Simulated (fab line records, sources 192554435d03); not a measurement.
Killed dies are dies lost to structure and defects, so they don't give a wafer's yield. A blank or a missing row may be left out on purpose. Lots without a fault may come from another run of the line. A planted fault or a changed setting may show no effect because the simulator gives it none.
fab line records | flow n5_finfet
record lots=24 wafers=72 last_day=18
route steps=1938 shown BEOL_M4@1060 BEOL_M5@1116
lots that met no fault: from a run of the same line without faults
start_h: hours from the record's first day to the start of the lot's first wafer shown | wait_h: hours since the lot's step before | " the same as in the row above | L1.1+2: a row that stands for several wafers | - no value, or no start given | * or withheld: withheld | < > ~ a bound
route shown NAME@n: a module of which the file shows steps, and the number in the route of the first | usual: mean/standard deviation of fault-free wafers | same: alike in all rows | chamber/n: place in a boat | sites: the reading at each site | _std_site: their standard deviation | _edge_site: outer sites' mean less inner sites' | radius_mm: how far each site lies from the wafer's centre | mask NAME#n: copy n | behind: the tool/chamber that last shaped the wafer | hold: why the lot was held/for how many hours/how that ended | device: the transistor (n, p or np) that didn't switch | end of line: the same wafers' tests at the end of the route | a step without rows: its recipe alone | killed: dies lost to structure and defects at the first sort, not the wafer's yield | map: a wafer's dies, x killed, . not, _ none there
set.NAME: the setting as run; set.NAME@STEP: as run at that earlier step | model.NAME: the simulator's own value behind a step, which no gauge read
steps of the route over a sample of lots; a table a step, a row a wafer
services: from which hour (start_h, from the record's first day; less than 0 if before it) a tool's chamber was out of use, for how many hours, and why
## steps
# step N5_BEOL_M4_ETCH_77
# recipe chemistry=N2/H2 target=underlayer target_depth_a=65 mask_material=CAR-EUV time_s=5.2 ion_energy_ev=200 pressure_mtorr=30 source_w=840 bias_w=150 n2_flow_sccm=200 h2_flow_sccm=200 ends=cleared
# usual drypump_motor_current_A=5.5/0.48 etch_rf_on_time_s=5.19/0.086 oes_product_au=0.70/0.077 rf_vpp_V=523.4/2.7 showerhead_plenum_p_Torr=2.54/0.09 throttle_valve_pct=17.8/0.31
# columns lot.wafer tool chamber start_h wait_h drypump_motor_current_A etch_rf_on_time_s oes_product_au rf_hours_counter_h rf_vpp_V showerhead_plenum_p_Torr throttle_valve_pct
L074.2 rie_diel-03 3 155.26 0.0 5.1 5.09 0.65 136 525.2 2.67 17.9
L074.3 " 1 " " 5.3 5.14 0.72 62 521.9 2.47 17.5
L074.4 " 0 " " 6.1 4.97 0.77 25 522.3 2.49 18.0
L075.1 rie_diel-02 2 159.16 0.0 5.1 5.26 0.72 52 522.1 2.49 17.8
L075.4 " 1 " " 6.4 5.43 0.58 247 524.5 2.50 17.6
L075.6 " 2 " " 5.1 5.17 0.73 - 521.2 2.49 17.8
L077.2 rie_diel-04 2 172.60 0.0 5.1 5.16 0.82 5 524.4 2.50 17.6
L077.4 " 2 " " 5.1 5.12 0.82 - 523.9 2.50 17.6
L077.5 " 1 " " 6.0 5.24 0.62 - 526.3 2.62 18.2
L076.2 rie_diel-03 2 172.95 0.0 5.9 5.23 0.61 219 524.3 2.52 18.0
L076.3 " 1 " " 5.3 5.30 0.71 71 520.8 2.46 17.5
L076.5 " 1 " " 5.3 5.21 0.72 - 521.2 2.46 17.5
L078.2 rie_diel-03 1 193.80 0.0 5.3 5.10 0.70 81 523.2 2.46 17.5
L078.5 " 3 " " 5.2 5.17 0.63 - 525.6 2.66 17.9
L078.6 " 2 " " 5.9 5.18 0.60 - 522.7 2.51 18.0
L079.2 rie_diel-04 2 195.05 0.0 5.1 5.09 0.79 14 521.8 2.50 17.7
L079.4 " 1 " " 6.0 5.23 0.62 - 524.8 2.62 18.3
L079.6 " 1 " " 6.0 5.20 0.61 - 527.4 2.62 18.2
L081.3 rie_diel-03 2 203.34 0.0 5.9 5.24 0.59 232 520.5 2.51 18.0
L081.5 " 2 " " 5.8 5.24 0.60 - 523.4 2.51 18.0
L081.6 " 3 " " 5.1 5.24 0.63 - 526.6 2.66 18.0
L082.1 rie_diel-04 2 208.72 0.0 5.1 5.13 0.77 21 523.5 2.49 17.6
L082.2 " 0 " " 5.0 5.09 0.84 0 522.1 2.53 18.0
L082.3 " 1 " " 6.0 5.25 0.61 211 526.7 2.62 18.3
L080.4 rie_diel-03 0 208.99 0.0 6.1 5.07 0.76 - 521.8 2.49 18.0
L080.5 " 3 " " 5.1 5.24 0.63 - 526.7 2.66 17.9
L080.6 " 2 " " 5.9 5.16 0.59 - 524.0 2.51 18.0
L083.1 rie_diel-04 2 223.72 0.0 5.1 5.13 0.75 27 520.8 2.49 17.7
L083.3 " 0 " " 4.9 5.08 0.80 6 520.6 2.52 18.0
L083.4 " 1 " " 6.0 5.23 0.60 217 525.8 2.61 18.3
L086.1 rie_diel-02 3 227.57 0.0 5.3 5.14 0.76 48 530.2 2.68 17.5
L086.2 " 0 " " 5.1 5.26 0.59 237 519.5 2.39 18.2
L086.4 " 1 " " 6.4 5.22 0.79 16 522.6 2.49 17.2
L084.3 rie_diel-02 3 228.72 0.0 5.3 5.11 0.75 48 528.2 2.68 17.5
L084.4 " 2 " " 5.2 5.23 0.70 78 520.8 2.48 17.8
L084.6 " 0 " " 5.1 5.23 0.59 - 521.1 2.39 18.2
L085.2 rie_diel-02 1 230.20 0.0 6.5 5.19 0.78 18 519.9 2.49 17.2
L085.4 " 3 " " 5.3 5.11 0.76 49 526.4 2.68 17.5
L085.6 " 2 " " 5.2 5.23 0.70 - 521.7 2.48 17.9
L088.2 rie_diel-03 0 237.56 0.0 6.1 5.08 0.75 44 522.2 2.48 18.1
L088.3 " 3 " " 5.2 5.30 0.62 171 526.7 2.65 18.0
L088.6 " 3 " " 5.2 5.19 0.61 - 525.3 2.65 18.0
L087.1 rie_diel-02 0 237.82 0.0 5.1 5.29 0.59 240 520.1 2.39 18.2
L087.3 " 2 " " 5.1 5.27 0.68 82 521.0 2.48 17.8
L087.6 " 3 " " 5.3 5.18 0.75 - 526.7 2.68 17.5
L089.1 rie_diel-03 1 246.73 0.0 5.3 5.20 0.69 97 521.4 2.45 17.5
L089.2 " 2 " " 5.9 5.17 0.59 249 522.6 2.50 18.0
L089.3 " 0 " " 6.1 5.00 0.75 47 521.1 2.48 18.1
L090.1 rie_diel-02 1 254.83 0.0 6.4 5.24 0.76 25 521.7 2.49 17.2
L090.2 " 0 " " 5.1 5.24 0.58 246 520.4 2.39 18.3
L090.3 " 2 " " 5.2 5.21 0.69 87 520.5 2.48 17.9
L092.4 rie_diel-04 1 264.70 0.0 6.0 5.22 0.59 - 525.0 2.61 18.3
L092.5 " 2 " " 5.1 5.17 0.75 - 524.0 2.48 17.7
L092.6 " 3 " " 6.2 5.29 0.73 - 523.2 2.49 17.4
L091.1 rie_diel-03 3 271.11 0.0 5.2 5.24 0.59 184 524.3 2.65 18.0
L091.2 " 2 " " 5.9 5.16 0.83 1 522.7 2.50 17.6
L091.6 " 2 " " 5.9 5.15 0.84 - 523.5 2.50 17.7
L093.1 rie_diel-02 2 275.96 0.0 5.1 5.21 0.68 95 522.1 2.47 17.9
L093.5 " 3 " " 5.3 5.11 0.75 - 528.4 2.67 17.5
L093.6 " 1 " " 6.4 5.28 0.75 - 520.0 2.48 17.2
L094.3 rie_diel-03 1 281.44 0.0 5.3 5.28 0.67 110 520.3 2.45 17.5
L094.4 " 2 " " 5.9 5.16 0.81 4 524.3 2.50 17.7
L094.6 " 2 " " 5.9 5.18 0.83 - 522.2 2.50 17.6
L095.2 rie_diel-02 3 292.84 0.0 5.3 5.09 0.73 69 528.7 2.67 17.6
L095.3 " 0 " " 5.1 5.08 0.83 2 527.6 2.71 17.7
L095.6 " 2 " " 5.1 5.22 0.68 - 520.3 2.47 17.9
L096.1 rie_diel-02 3 296.38 0.0 5.3 5.13 0.73 70 528.6 2.67 17.6
L096.4 " 2 " " 5.1 5.21 0.68 104 522.9 2.47 17.9
L096.6 " 1 " " 6.4 5.25 0.74 - 524.2 2.48 17.3
L097.1 rie_diel-02 1 311.42 0.0 6.4 5.31 0.74 47 520.5 2.48 17.2
L097.2 " 3 " " 5.3 5.21 0.71 74 527.7 2.67 17.5
L097.4 " 0 " " 5.1 5.14 0.81 6 528.0 2.70 17.8
# step N5_BEOL_M4_ANNEAL_49
# recipe temp_c=400 time_s=240 ambient=vacuum
# usual heater_power_w=814/110 susceptor_temp_C=399.98/0.21
# columns lot.wafer tool chamber start_h wait_h heater_power_w susceptor_temp_C
L075.1 pvd_sputter-02 - 163.40 0.0 914 400.06
L075.4 " - " " 699 400.15
L075.6 " - " " 916 399.88
L074.2 pvd_sputter-01 - 169.08 0.0 783 400.23
L074.3 " - " " 673 400.08
L074.4 " - " " 749 399.73
L077.2 pvd_sputter-01 - 175.42 0.0 743 400.08
L077.4 " - " " 792 399.73
L077.5 " - " " 741 400.06
L076.2 pvd_sputter-03 - 175.59 0.0 1042 399.96
L076.3 " - " " 896 400.02
L076.5 " - " " 1058 400.49
L078.2 pvd_sputter-02 - 196.80 0.0 902 399.91
L078.5 " - " " 890 399.91
L078.6 " - " " 912 399.53
L079.2 pvd_sputter-03 - 199.43 0.0 891 399.89
L079.4 " - " " 715 400.11
L079.6 " - " " 1051 399.82
L081.3 pvd_sputter-03 - 206.07 0.0 865 400.02
L081.5 " - " " 906 400.03
L081.6 " - " " 732 400.08
L082.1 pvd_sputter-01 - 212.83 0.0 645 399.99
L082.2 " - " " 758 399.75
L082.3 " - " " 784 400.22
L080.4 pvd_sputter-01 - 215.41 0.0 746 400.00
L080.5 " - " " 756 400.26
L080.6 " - " " 720 400.21
L083.1 pvd_sputter-01 - 227.93 0.0 756 399.90
L083.3 " - " " 794 399.85
L083.4 " - " " 733 400.23
L086.1 pvd_sputter-02 - 233.95 0.0 698 399.86
L086.2 " - " " 920 400.09
L086.4 " - " " 921 399.99
L084.3 pvd_sputter-01 - 236.43 0.0 715 400.28
L084.4 " - " " 672 399.90
L084.6 " - " " 777 399.88
L085.2 pvd_sputter-02 - 237.13 0.0 704 400.21
L085.4 " - " " 877 400.15
L085.6 " - " " 688 399.98
L087.1 pvd_sputter-01 - 241.37 0.0 762 399.51
L087.3 " - " " 671 399.83
L087.6 " - " " 783 399.86
L088.2 pvd_sputter-03 - 243.34 0.0 1062 400.15
L088.3 " - " " 886 400.04
L088.6 " - " " 890 399.93
L089.1 pvd_sputter-02 - 258.68 0.0 946 399.84
L089.2 " - " " 676 399.99
L089.3 " - " " 918 400.10
L090.1 pvd_sputter-02 - 260.92 0.0 917 399.92
L090.2 " - " " 689 399.79
L090.3 " - " " 926 400.16
L092.4 pvd_sputter-01 - 268.63 0.0 773 400.13
L092.5 " - " " 776 400.02
L092.6 " - " " 672 400.45
L091.1 pvd_sputter-01 - 282.12 0.0 686 399.73
L091.2 " - " " 777 400.04
L091.6 " - " " 656 399.82
L093.1 pvd_sputter-03 - 283.06 0.0 902 400.07
L093.5 " - " " 897 399.71
L093.6 " - " " 1017 399.80
L094.3 pvd_sputter-01 - 286.36 0.0 747 399.79
L094.4 " - " " 680 400.32
L094.6 " - " " 666 400.27
L095.2 pvd_sputter-02 - 297.58 0.0 867 400.11
L095.3 " - " " 938 400.05
L095.6 " - " " 929 400.07
L096.1 pvd_sputter-02 - 300.56 0.0 903 400.02
L096.4 " - " " 894 399.62
L096.6 " - " " 935 399.95
L097.1 pvd_sputter-02 - 318.21 0.0 864 399.76
L097.2 " - " " 900 400.09
L097.4 " - " " 938 399.76
# step N5_BEOL_M4_ANNEAL_82
# recipe temp_c=400 time_s=240 ambient=vacuum
# usual heater_power_w=815/110 susceptor_temp_C=400.04/0.23
# columns lot.wafer tool chamber start_h wait_h heater_power_w susceptor_temp_C
L075.1 pvd_sputter-02 - 163.84 0.0 893 400.01
L075.4 " - " " 674 400.06
L075.6 " - " " 909 400.62
L074.2 pvd_sputter-01 - 169.52 0.0 783 400.23
L074.3 " - " " 665 399.98
L074.4 " - " " 736 399.95
L077.2 pvd_sputter-01 - 175.86 0.0 737 399.86
L077.4 " - " " 787 400.03
L077.5 " - " " 731 400.13
L076.2 pvd_sputter-03 - 176.03 0.0 1054 399.96
L076.3 " - " " 890 400.07
L076.5 " - " " 1040 399.81
L078.2 pvd_sputter-02 - 197.24 0.0 902 400.08
L078.5 " - " " 884 399.93
L078.6 " - " " 914 399.44
L079.2 pvd_sputter-03 - 199.87 0.0 903 399.95
L079.4 " - " " 710 399.88
L079.6 " - " " 1032 400.28
L081.3 pvd_sputter-03 - 206.51 0.0 891 400.14
L081.5 " - " " 890 400.19
L081.6 " - " " 713 400.11
L082.1 pvd_sputter-01 - 213.27 0.0 661 399.83
L082.2 " - " " 753 400.46
L082.3 " - " " 795 399.75
L080.4 pvd_sputter-01 - 215.85 0.0 737 400.01
L080.5 " - " " 787 400.14
L080.6 " - " " 750 400.06
L083.1 pvd_sputter-01 - 228.37 0.0 768 399.92
L083.3 " - " " 782 400.03
L083.4 " - " " 734 399.84
L086.1 pvd_sputter-02 - 234.39 0.0 687 400.02
L086.2 " - " " 927 400.13
L086.4 " - " " 961 400.41
L084.3 pvd_sputter-01 - 236.87 0.0 727 399.94
L084.4 " - " " 663 400.09
L084.6 " - " " 791 400.21
L085.2 pvd_sputter-02 - 237.57 0.0 689 400.51
L085.4 " - " " 873 400.29
L085.6 " - " " 675 399.72
L087.1 pvd_sputter-01 - 241.81 0.0 755 399.68
L087.3 " - " " 672 400.30
L087.6 " - " " 766 399.95
L088.2 pvd_sputter-03 - 243.78 0.0 1073 400.24
L088.3 " - " " 907 399.98
L088.6 " - " " 895 400.15
L089.1 pvd_sputter-02 - 259.12 0.0 930 399.77
L089.2 " - " " 690 400.38
L089.3 " - " " 910 399.66
L090.1 pvd_sputter-02 - 261.36 0.0 942 399.78
L090.2 " - " " 689 399.93
L090.3 " - " " 934 399.93
L092.4 pvd_sputter-01 - 269.07 0.0 771 400.55
L092.5 " - " " 771 400.03
L092.6 " - " " 681 399.85
L091.1 pvd_sputter-01 - 282.56 0.0 679 400.17
L091.2 " - " " 801 399.77
L091.6 " - " " 659 400.37
L093.1 pvd_sputter-03 - 283.50 0.0 896 399.74
L093.5 " - " " 892 399.53
L093.6 " - " " 1026 399.88
L094.3 pvd_sputter-01 - 286.80 0.0 772 400.23
L094.4 " - " " 668 399.92
L094.6 " - " " 670 400.03
L095.2 pvd_sputter-02 - 298.02 0.0 896 400.13
L095.3 " - " " 906 399.95
L095.6 " - " " 918 399.90
L096.1 pvd_sputter-02 - 301.00 0.0 917 399.84
L096.4 " - " " 919 399.76
L096.6 " - " " 907 399.90
L097.1 pvd_sputter-02 - 318.65 0.0 869 399.70
L097.2 " - " " 916 400.19
L097.4 " - " " 918 400.05
# step N5_BEOL_M4_SPUTTER_88
# recipe material=Cu target_thk_a=45 temp_c=-20 chamber_pressure_pa=0.07 power_w=withheld time_s=8.29
# usual chuck_sensor_temp_C=-16.0/0.58 susceptor_temp_C=-19.98/0.1 throttle_valve_pct=30.4/1
# columns lot.wafer tool chamber start_h wait_h chuck_sensor_temp_C susceptor_temp_C throttle_valve_pct
L075.1 pvd_sputter-02 - 164.20 0.1 -16.4 -19.87 30.0
L075.4 " - " " -16.7 -20.04 32.0
L075.6 " - " " -16.3 -19.87 30.5
L074.2 pvd_sputter-01 - 169.88 0.1 -15.4 -19.88 30.0
L074.3 " - " " -15.2 -20.21 28.5
L074.4 " - " " -16.4 -19.92 31.3
L077.2 pvd_sputter-01 - 176.22 0.1 -16.3 -19.93 31.4
L077.4 " - " " -15.4 -20.09 29.8
L077.5 " - " " -16.4 -20.06 30.8
L076.2 pvd_sputter-03 - 176.39 0.1 -15.1 -19.93 30.8
L076.3 " - " " -16.4 -20.03 31.1
L076.5 " - " " -15.1 -20.00 31.0
L078.2 pvd_sputter-02 - 197.60 0.1 -16.4 -20.04 30.2
L078.5 " - " " -16.6 -19.91 30.0
L078.6 " - " " -16.5 -19.94 30.0
L079.2 pvd_sputter-03 - 200.23 0.1 -15.0 -19.99 29.4
L079.4 " - " " -15.4 -20.12 29.3
L079.6 " - " " -15.1 -19.89 31.0
L081.3 pvd_sputter-03 - 206.87 0.1 -16.3 -19.90 30.7
L081.5 " - " " -15.1 -20.04 29.2
L081.6 " - " " -15.2 -19.82 29.5
L082.1 pvd_sputter-01 - 213.63 0.1 -15.4 -19.87 28.5
L082.2 " - " " -16.3 -20.17 31.5
L082.3 " - " " -15.7 -20.24 29.9
L080.4 pvd_sputter-01 - 216.21 0.1 -16.3 -20.01 31.1
L080.5 " - " " -15.4 -20.06 29.8
L080.6 " - " " -16.4 -20.09 31.1
L083.1 pvd_sputter-01 - 228.73 0.1 -16.4 -19.95 31.6
L083.3 " - " " -15.6 -20.02 29.9
L083.4 " - " " -16.3 -19.98 31.3
L086.1 pvd_sputter-02 - 234.75 0.1 -16.6 -20.04 31.9
L086.2 " - " " -16.4 -20.04 30.2
L086.4 " - " " -16.3 -19.91 30.4
L084.3 pvd_sputter-01 - 237.23 0.1 -16.4 -20.04 31.0
L084.4 " - " " -15.4 -20.02 28.4
L084.6 " - " " -15.6 -19.96 29.7
L085.2 pvd_sputter-02 - 237.93 0.1 -16.5 -19.97 32.0
L085.4 " - " " -16.7 -19.94 29.9
L085.6 " - " " -16.6 -19.77 32.3
L087.1 pvd_sputter-01 - 242.17 0.1 -16.4 -20.18 31.6
L087.3 " - " " -15.2 -19.98 28.5
L087.6 " - " " -15.4 -19.95 30.0
L088.2 pvd_sputter-03 - 244.14 0.1 -15.2 -19.95 30.7
L088.3 " - " " -14.9 -20.01 29.6
L088.6 " - " " -16.2 -19.91 30.7
L089.1 pvd_sputter-02 - 259.48 0.1 -16.4 -19.90 30.7
L089.2 " - " " -16.5 -19.95 32.2
L089.3 " - " " -16.5 -20.09 30.1
L090.1 pvd_sputter-02 - 261.72 0.1 -16.4 -20.05 30.2
L090.2 " - " " -16.6 -20.14 32.1
L090.3 " - " " -16.5 -19.91 30.0
L092.4 pvd_sputter-01 - 269.43 0.1 -16.2 -19.85 31.5
L092.5 " - " " -16.2 -20.02 31.7
L092.6 " - " " -15.4 -20.06 28.7
L091.1 pvd_sputter-01 - 282.92 0.1 -15.2 -19.72 28.6
L091.2 " - " " -15.4 -19.99 29.9
L091.6 " - " " -15.2 -19.88 28.6
L093.1 pvd_sputter-03 - 283.86 0.1 -16.2 -20.13 30.9
L093.5 " - " " -16.1 -20.13 30.9
L093.6 " - " " -15.1 -19.98 30.8
L094.3 pvd_sputter-01 - 287.16 0.1 -16.3 -19.82 32.0
L094.4 " - " " -15.2 -20.04 28.4
L094.6 " - " " -15.2 -19.97 28.5
L095.2 pvd_sputter-02 - 298.38 0.1 -16.7 -20.00 30.0
L095.3 " - " " -16.4 -19.90 30.1
L095.6 " - " " -16.3 -19.99 30.1
L096.1 pvd_sputter-02 - 301.36 0.1 -16.5 -19.98 29.8
L096.4 " - " " -16.3 -20.08 30.4
L096.6 " - " " -16.5 -20.01 30.0
L097.1 pvd_sputter-02 - 319.01 0.1 -16.7 -20.01 29.8
L097.2 " - " " -16.4 -20.07 30.0
L097.4 " - " " -16.2 -20.06 30.3
# step N5_BEOL_M5_HM_DEP_02
# recipe material=TiN target_thk_a=200 temp_c=25 chamber_pressure_pa=0.49996
# usual susceptor_temp_C=25.01/0.11 throttle_valve_pct=30.3/1
# columns lot.wafer tool chamber start_h wait_h susceptor_temp_C throttle_valve_pct
L075.1 pvd_sputter-02 - 170.58 2.8 25.05 32.0
L075.4 " - " " 24.90 30.6
L075.6 " - " " 25.16 30.1
L074.2 pvd_sputter-03 - 174.43 1.0 24.95 30.6
L074.3 " - " " 24.90 31.1
L074.4 " - " " 24.98 29.4
L077.2 pvd_sputter-01 - 182.36 2.2 25.16 31.5
L077.4 " - " " 24.98 31.1
L077.5 " - " " 25.07 30.9
L076.2 pvd_sputter-01 - 182.46 2.1 24.94 28.2
L076.3 " - " " 25.17 31.6
L076.5 " - " " 25.09 28.7
L078.2 pvd_sputter-01 - 201.88 0.7 24.94 28.6
L078.5 " - " " 24.86 31.7
L078.6 " - " " 25.01 28.4
L079.2 pvd_sputter-02 - 204.92 1.1 24.87 30.0
L079.4 " - " " 25.10 30.2
L079.6 " - " " 25.14 30.1
L081.3 pvd_sputter-01 - 212.11 1.2 24.99 29.8
L081.5 " - " " 24.96 28.5
L081.6 " - " " 24.90 31.8
L082.1 pvd_sputter-03 - 217.82 0.6 25.12 29.4
L082.2 " - " " 24.95 29.6
L082.3 " - " " 25.24 31.1
L080.4 pvd_sputter-02 - 221.88 1.9 25.04 29.7
L080.5 " - " " 24.96 32.0
L080.6 " - " " 25.08 29.9
L083.1 pvd_sputter-02 - 233.41 0.8 25.32 32.0
L083.3 " - " " 24.97 30.1
L083.4 " - " " 24.96 30.1
L086.1 pvd_sputter-03 - 239.52 1.2 24.87 29.5
L086.2 " - " " 24.98 29.3
L086.4 " - " " 24.88 31.0
L084.3 pvd_sputter-01 - 243.23 1.9 25.23 28.3
L084.4 " - " " 25.02 31.1
L084.6 " - " " 25.14 28.4
L085.2 pvd_sputter-01 - 243.43 1.9 25.06 31.7
L085.4 " - " " 24.99 29.8
L085.6 " - " " 25.05 28.5
L087.1 pvd_sputter-01 - 246.43 0.6 25.05 29.6
L087.3 " - " " 25.05 31.1
L087.6 " - " " 25.03 31.6
L088.2 pvd_sputter-01 - 251.92 4.0 25.00 31.7
L088.3 " - " " 25.06 29.8
L088.6 " - " " 24.95 29.9
L089.1 pvd_sputter-01 - 263.60 0.4 24.77 31.0
L089.2 " - " " 25.07 28.4
L089.3 " - " " 25.06 31.6
L090.1 pvd_sputter-02 - 266.05 0.7 24.92 30.4
L090.2 " - " " 24.95 32.4
L090.3 " - " " 25.07 30.3
L092.4 pvd_sputter-02 - 273.60 0.5 25.13 30.3
L092.5 " - " " 25.10 30.0
L092.6 " - " " 24.97 30.0
L091.1 pvd_sputter-01 - 288.12 1.6 24.97 28.4
L091.2 " - " " 25.07 31.1
L091.6 " - " " 25.19 30.8
L093.1 pvd_sputter-03 - 288.95 0.1 25.30 29.3
L093.5 " - " " 25.01 31.2
L093.6 " - " " 25.16 30.7
L094.3 pvd_sputter-02 - 291.55 0.8 25.01 30.0
L094.4 " - " " 25.18 30.4
L094.6 " - " " 25.04 30.0
L095.2 pvd_sputter-03 - 302.62 0.2 24.85 30.9
L095.3 " - " " 24.96 29.1
L095.6 " - " " 25.03 30.9
L096.1 pvd_sputter-03 - 305.46 0.5 24.99 30.7
L096.4 " - " " 24.99 30.6
L096.6 " - " " 24.93 30.6
L097.1 pvd_sputter-01 - 324.28 1.7 24.99 31.2
L097.2 " - " " 25.09 28.3
L097.4 " - " " 24.91 28.6
# step N5_BEOL_M5_OVL_MEAS_12
# recipe points_per_wafer=522
# usual M5_OVL=0.0/0.66
# columns lot.wafer tool chamber start_h wait_h M5_OVL[nm]
L075.1 overlay-02 0 171.00 0.0 -0.5
L075.4 " 0 " " -0.6
L075.6 " 0 " " -0.3
L074.2 overlay-01 0 174.98 0.0 0.8
L074.3 " 0 " " 0.3
L074.4 " 0 " " 0.6
L077.2 overlay-01 0 182.79 0.0 -0.2
L077.4 " 0 " " -0.5
L077.5 " 0 " " 0.4
L076.2 overlay-01 0 183.01 0.0 0.0
L076.3 " 0 " " -0.4
L076.5 " 0 " " -0.8
L078.2 overlay-02 0 202.31 0.0 -0.6
L078.5 " 0 " " -0.1
L078.6 " 0 " " -0.4
L079.2 overlay-02 0 205.47 0.0 0.9
L079.4 " 0 " " 0.6
L079.6 " 0 " " 0.5
L081.3 overlay-01 0 212.67 0.0 0.1
L081.5 " 0 " " -0.1
L081.6 " 0 " " -0.7
L082.1 overlay-01 0 218.24 0.0 -0.7
L082.2 " 0 " " -1.1
L082.3 " 0 " " 0.3
L080.4 overlay-01 0 222.45 0.0 0.4
L080.5 " 0 " " 0.9
L080.6 " 0 " " 1.3
L083.1 overlay-01 0 233.96 0.0 -1.0
L083.3 " 0 " " -0.2
L083.4 " 0 " " -1.1
L086.1 overlay-01 0 239.94 0.0 -0.1
L086.2 " 0 " " -0.5
L086.4 " 0 " " -0.6
L084.3 overlay-01 0 243.67 0.0 0.6
L084.4 " 0 " " 0.9
L084.6 " 0 " " 0.6
L085.2 overlay-01 0 243.86 0.0 0.1
L085.4 " 0 " " -0.9
L085.6 " 0 " " -0.5
L087.1 overlay-01 0 246.85 0.0 -0.2
L087.3 " 0 " " 0.2
L087.6 " 0 " " 0.0
L088.2 overlay-01 0 252.35 0.0 0.0
L088.3 " 0 " " -0.1
L088.6 " 0 " " 0.6
L089.1 overlay-02 0 264.02 0.0 -0.2
L089.2 " 0 " " -1.4
L089.3 " 0 " " -1.0
L090.1 overlay-02 0 266.48 0.0 1.0
L090.2 " 0 " " -0.1
L090.3 " 0 " " 0.6
L092.4 overlay-02 0 274.05 0.0 -0.7
L092.5 " 0 " " -0.4
L092.6 " 0 " " -1.1
L091.1 overlay-01 0 288.54 0.0 0.1
L091.2 " 0 " " 0.1
L091.6 " 0 " " -0.3
L093.1 overlay-02 0 289.37 0.0 0.7
L093.5 " 0 " " 0.7
L093.6 " 0 " " 0.0
L094.3 overlay-01 0 291.99 0.0 1.6
L094.4 " 0 " " -0.1
L094.6 " 0 " " 0.0
L095.2 overlay-02 0 303.20 0.0 0.4
L095.3 " 0 " " 0.4
L095.6 " 0 " " 0.2
L096.1 overlay-02 0 306.33 0.0 0.1
L096.4 " 0 " " 0.7
L096.6 " 0 " " 1.4
L097.1 overlay-02 0 324.82 0.0 -0.5
L097.2 " 0 " " 0.4
L097.4 " 0 " " -0.3
## services
# columns tool chamber start_h hours kind
rie_diel-04 2 139.87 - clean
rie_diel-04 2 139.87 - consumable_replace:focus_ring
rie_diel-04 2 139.87 23.9 scheduled_down
rie_diel-04 2 139.87 23.9 vent_cycle
rie_diel-04 3 163.89 - clean
rie_diel-04 3 163.89 - consumable_replace:focus_ring
rie_diel-02 1 166.72 - clean
rie_diel-02 1 166.72 - consumable_replace:focus_ring
rie_diel-02 1 166.72 15.5 scheduled_down
rie_diel-02 1 166.72 15.5 vent_cycle
rie_diel-03 1 204.96 8.0 repair
rie_diel-03 0 222.41 3.9 repair
rie_diel-04 0 244.97 22.3 repair
rie_diel-03 2 251.38 - clean
rie_diel-03 2 251.38 - consumable_replace:focus_ring
pvd_sputter-01 - 260.51 3.0 repair
rie_diel-02 0 267.08 - clean
rie_diel-02 0 267.08 - consumable_replace:focus_ring
rie_diel-02 0 267.08 - consumable_replace:showerhead
rie_diel-02 0 267.08 22.5 scheduled_down
rie_diel-02 0 267.08 22.5 vent_cycle
rie_diel-02 3 277.74 6.1 repair
rie_diel-02 - 307.01 4.3 pm
rie_diel-02 0 321.23 8.0 repair
## key
fault none
